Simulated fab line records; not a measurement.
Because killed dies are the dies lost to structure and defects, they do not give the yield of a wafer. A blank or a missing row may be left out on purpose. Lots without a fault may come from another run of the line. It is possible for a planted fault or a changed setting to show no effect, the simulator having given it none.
Matching of chambers :: flow nand-harc :: NHARC_A_STAIRCASE_TRIM_12 on rie-diel-04: 4 sister chambers
The step chemistry O2, time 211.2 s. 36 wafers are shown with their chamber, then 12 later ones without.

== EACH WAFER AND ITS CHAMBER ==
wafer: L075.1
chamber: 2
showerhead-plenum-p-Torr (Torr): 3.31
drypump-motor-current-A (A): 5.6
oes-product-au (a.u.): 0.977

wafer: L075.2
chamber: 1
showerhead-plenum-p-Torr (Torr): 3.49
drypump-motor-current-A (A): 5.4
oes-product-au (a.u.): 0.992

wafer: L075.3
chamber: 3
showerhead-plenum-p-Torr (Torr): 3.37
drypump-motor-current-A (A): 6.2
oes-product-au (a.u.): 0.992

wafer: L075.4
chamber: 0
showerhead-plenum-p-Torr (Torr): 3.73
drypump-motor-current-A (A): 5.7
oes-product-au (a.u.): 1.022

wafer: L075.5
chamber: 2
showerhead-plenum-p-Torr (Torr): 3.31
drypump-motor-current-A (A): 5.6
oes-product-au (a.u.): 1.002

wafer: L075.6
chamber: 1
showerhead-plenum-p-Torr (Torr): 3.49
drypump-motor-current-A (A): 5.4
oes-product-au (a.u.): 0.992

wafer: L076.1
chamber: 0
showerhead-plenum-p-Torr (Torr): 3.74
drypump-motor-current-A (A): 5.7
oes-product-au (a.u.): 1.021

wafer: L076.4
chamber: 1
showerhead-plenum-p-Torr (Torr): 3.49
drypump-motor-current-A (A): 5.4
oes-product-au (a.u.): 0.990

wafer: L076.6
chamber: 2
showerhead-plenum-p-Torr (Torr): 3.30
drypump-motor-current-A (A): 5.6
oes-product-au (a.u.): 0.997

wafer: L076.2
chamber: 3
showerhead-plenum-p-Torr (Torr): 3.37
drypump-motor-current-A (A): 6.2
oes-product-au (a.u.): 0.993

wafer: L076.3
chamber: 2
showerhead-plenum-p-Torr (Torr): 3.31
drypump-motor-current-A (A): 5.6
oes-product-au (a.u.): 0.992

wafer: L076.5
chamber: 1
showerhead-plenum-p-Torr (Torr): 3.49
drypump-motor-current-A (A): 5.5
oes-product-au (a.u.): 0.997

wafer: L077.1
chamber: 0
showerhead-plenum-p-Torr (Torr): 3.73
drypump-motor-current-A (A): 5.8
oes-product-au (a.u.): 1.029

wafer: L077.2
chamber: 3
showerhead-plenum-p-Torr (Torr): 3.37
drypump-motor-current-A (A): 6.2
oes-product-au (a.u.): 0.997

wafer: L077.3
chamber: 1
showerhead-plenum-p-Torr (Torr): 3.49
drypump-motor-current-A (A): 5.5
oes-product-au (a.u.): 1.009

wafer: L078.2
chamber: 0
showerhead-plenum-p-Torr (Torr): 3.73
drypump-motor-current-A (A): 5.7
oes-product-au (a.u.): 1.017

wafer: L078.4
chamber: 1
showerhead-plenum-p-Torr (Torr): 3.48
drypump-motor-current-A (A): 5.4
oes-product-au (a.u.): 0.988

wafer: L078.6
chamber: 1
showerhead-plenum-p-Torr (Torr): 3.48
drypump-motor-current-A (A): 5.4
oes-product-au (a.u.): 1.000

wafer: L078.1
chamber: 3
showerhead-plenum-p-Torr (Torr): 3.37
drypump-motor-current-A (A): 6.2
oes-product-au (a.u.): 0.993

wafer: L078.3
chamber: 2
showerhead-plenum-p-Torr (Torr): 3.30
drypump-motor-current-A (A): 5.6
oes-product-au (a.u.): 0.981

wafer: L078.5
chamber: 2
showerhead-plenum-p-Torr (Torr): 3.30
drypump-motor-current-A (A): 5.6
oes-product-au (a.u.): 0.985

wafer: L082.1
chamber: 3
showerhead-plenum-p-Torr (Torr): 3.36
drypump-motor-current-A (A): 6.2
oes-product-au (a.u.): 1.002

wafer: L082.3
chamber: 0
showerhead-plenum-p-Torr (Torr): 3.72
drypump-motor-current-A (A): 5.7
oes-product-au (a.u.): 1.023

wafer: L082.5
chamber: 0
showerhead-plenum-p-Torr (Torr): 3.72
drypump-motor-current-A (A): 5.7
oes-product-au (a.u.): 1.025

wafer: L082.2
chamber: 1
showerhead-plenum-p-Torr (Torr): 3.48
drypump-motor-current-A (A): 5.4
oes-product-au (a.u.): 1.005

wafer: L082.4
chamber: 2
showerhead-plenum-p-Torr (Torr): 3.30
drypump-motor-current-A (A): 5.6
oes-product-au (a.u.): 0.990

wafer: L082.6
chamber: 1
showerhead-plenum-p-Torr (Torr): 3.48
drypump-motor-current-A (A): 5.4
oes-product-au (a.u.): 0.990

wafer: L084.3
chamber: 3
showerhead-plenum-p-Torr (Torr): 3.36
drypump-motor-current-A (A): 6.2
oes-product-au (a.u.): 1.011

wafer: L084.5
chamber: 2
showerhead-plenum-p-Torr (Torr): 3.29
drypump-motor-current-A (A): 5.6
oes-product-au (a.u.): 0.990

wafer: L084.6
chamber: 1
showerhead-plenum-p-Torr (Torr): 3.48
drypump-motor-current-A (A): 5.4
oes-product-au (a.u.): 0.994

wafer: L086.1
chamber: 0
showerhead-plenum-p-Torr (Torr): 3.72
drypump-motor-current-A (A): 5.7
oes-product-au (a.u.): 1.016

wafer: L086.5
chamber: 1
showerhead-plenum-p-Torr (Torr): 3.47
drypump-motor-current-A (A): 5.4
oes-product-au (a.u.): 1.004

wafer: L086.6
chamber: 0
showerhead-plenum-p-Torr (Torr): 3.72
drypump-motor-current-A (A): 5.7
oes-product-au (a.u.): 1.025

wafer: L088.4
chamber: 0
showerhead-plenum-p-Torr (Torr): 3.72
drypump-motor-current-A (A): 5.7
oes-product-au (a.u.): 1.019

wafer: L088.5
chamber: 1
showerhead-plenum-p-Torr (Torr): 3.47
drypump-motor-current-A (A): 5.5
oes-product-au (a.u.): 1.004

wafer: L088.6
chamber: 0
showerhead-plenum-p-Torr (Torr): 3.72
drypump-motor-current-A (A): 5.7
oes-product-au (a.u.): 1.021

SIGNATURES (means of the wafers above)
reading: showerhead-plenum-p-Torr
chamber 0: 3.7250
chamber 1: 3.4825
chamber 2: 3.3025
chamber 3: 3.3667
scatter within a chamber: 0.00698

reading: drypump-motor-current-A
chamber 0: 5.710
chamber 1: 5.425
chamber 2: 5.600
chamber 3: 6.200
scatter within a chamber: 0.0314

reading: oes-product-au
chamber 0: 1.02180
chamber 1: 0.99708
chamber 2: 0.98925
chamber 3: 0.99800
scatter within a chamber: 0.00669
Rule: a wafer lies at a distance from a chamber equal to the root of the sum of squares, over the readings, of (its reading less the chamber's mean, divided by the reading's scatter). If the next closest chamber is less than 2 further off than the closest, the wafer can't be placed; otherwise it belongs to the closest. The scatter: the root of (the sum of the squares of (reading less its chamber's mean) over the shown wafers, divided by (wafers less chambers)).

== WAFERS WITH NO CHAMBER GIVEN ==
wafer: L090.2
showerhead-plenum-p-Torr (Torr): 3.71
drypump-motor-current-A (A): 5.7
oes-product-au (a.u.): 1.017

wafer: L090.3
showerhead-plenum-p-Torr (Torr): 3.35
drypump-motor-current-A (A): 6.2
oes-product-au (a.u.): 1.004

wafer: L090.4
showerhead-plenum-p-Torr (Torr): 3.28
drypump-motor-current-A (A): 5.6
oes-product-au (a.u.): 0.997

wafer: L090.1
showerhead-plenum-p-Torr (Torr): 3.47
drypump-motor-current-A (A): 5.4
oes-product-au (a.u.): 1.003

wafer: L090.5
showerhead-plenum-p-Torr (Torr): 3.28
drypump-motor-current-A (A): 5.6
oes-product-au (a.u.): 0.996

wafer: L090.6
showerhead-plenum-p-Torr (Torr): 3.35
drypump-motor-current-A (A): 6.2
oes-product-au (a.u.): 1.004

wafer: L093.1
showerhead-plenum-p-Torr (Torr): 3.71
drypump-motor-current-A (A): 5.7
oes-product-au (a.u.): 1.030

wafer: L093.3
showerhead-plenum-p-Torr (Torr): 3.46
drypump-motor-current-A (A): 5.5
oes-product-au (a.u.): 0.970

wafer: L093.6
showerhead-plenum-p-Torr (Torr): 3.34
drypump-motor-current-A (A): 6.2
oes-product-au (a.u.): 1.002

wafer: L095.2
showerhead-plenum-p-Torr (Torr): 3.34
drypump-motor-current-A (A): 6.2
oes-product-au (a.u.): 1.028

wafer: L095.3
showerhead-plenum-p-Torr (Torr): 3.46
drypump-motor-current-A (A): 5.4
oes-product-au (a.u.): 0.992

wafer: L095.5
showerhead-plenum-p-Torr (Torr): 3.46
drypump-motor-current-A (A): 5.4
oes-product-au (a.u.): 0.991

== WHICH CHAMBER EACH ONE RAN IN ==
wafer: L090.2
from the rows above: 0
in truth: 0

wafer: L090.3
from the rows above: 3
in truth: 3

wafer: L090.4
from the rows above: 2
in truth: 2

wafer: L090.1
from the rows above: 1
in truth: 1

wafer: L090.5
from the rows above: 2
in truth: 2

wafer: L090.6
from the rows above: 3
in truth: 3

wafer: L093.1
from the rows above: 0
in truth: 0

wafer: L093.3
from the rows above: 1
in truth: 1

wafer: L093.6
from the rows above: 3
in truth: 3

wafer: L095.2
from the rows above: 3
in truth: 3

wafer: L095.3
from the rows above: 1
in truth: 1

wafer: L095.5
from the rows above: 1
in truth: 1
12 of 12 placed correctly. From these rows, 0 cannot be placed. Placed wrongly: 0.
